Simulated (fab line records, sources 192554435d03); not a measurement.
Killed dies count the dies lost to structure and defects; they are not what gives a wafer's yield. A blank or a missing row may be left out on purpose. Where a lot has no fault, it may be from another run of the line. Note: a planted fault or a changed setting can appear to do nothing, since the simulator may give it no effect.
Matching of chambers + flow n5Finfet + uvCure-03 running N5_BEOL_M5_CURE_79: 3 sister chambers
The step cures SiCOH lowk, time 240 s. 6 wafers are shown with their chamber, then 7 later ones without.

EACH WAFER AND ITS CHAMBER
| wafer  | chamber | wafer_temp_C_max | lampPowerPct (%) |
|--------|---------|------------------|------------------|
| L083.4 | 2       | 387.3            | 52.34            |
| L083.5 | 2       | 387.3            | 52.29            |
| L088.2 | 1       | 387.0            | 52.33            |
| L088.4 | 1       | 387.2            | 52.43            |
| L089.3 | 0       | 386.2            | 52.29            |
| L089.4 | 0       | 386.4            | 52.27            |

WAFERS WITHOUT THEIR CHAMBER
| wafer  | wafer_temp_C_max | lampPowerPct (%) |
|--------|------------------|------------------|
| L089.6 | 386.5            | 52.37            |
| L091.3 | 387.6            | 52.38            |
| L091.5 | 387.5            | 52.25            |
| L091.6 | 388.0            | 52.17            |
| L097.4 | 386.6            | 52.35            |
| L097.5 | 387.8            | 52.31            |
| L097.6 | 388.0            | 52.21            |

CHAMBER TAKEN BY EACH
| wafer  | from the rows above     | in truth                   |
|--------|-------------------------|----------------------------|
| L089.6 | 0                       | 0                          |
| L091.3 | can't be placed: 2 or 1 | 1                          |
| L091.5 | 2                       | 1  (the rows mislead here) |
| L091.6 | 2                       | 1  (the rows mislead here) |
| L097.4 | can't be placed: 0 or 1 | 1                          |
| L097.5 | can't be placed: 2 or 1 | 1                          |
| L097.6 | 2                       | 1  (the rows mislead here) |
1 of 7 placed correctly. Cannot be placed on the basis of these rows: 3; the candidates contain the true chamber in 3. 3 placed wrongly.
How it was worked out, from the rows above alone: a wafer's distance from a chamber is the root of the sum, over the readings, of the square of ((its reading less the chamber's mean) divided by the reading's scatter). If the next closest chamber is less than 2 further off than the closest, the wafer can't be placed; otherwise it belongs to the closest. The mean given for a chamber averages the wafers shown for that chamber. The scatter is the square root of a quotient: the sum, over the shown wafers, of each reading's squared deviation from its chamber's mean, divided by wafers minus chambers.
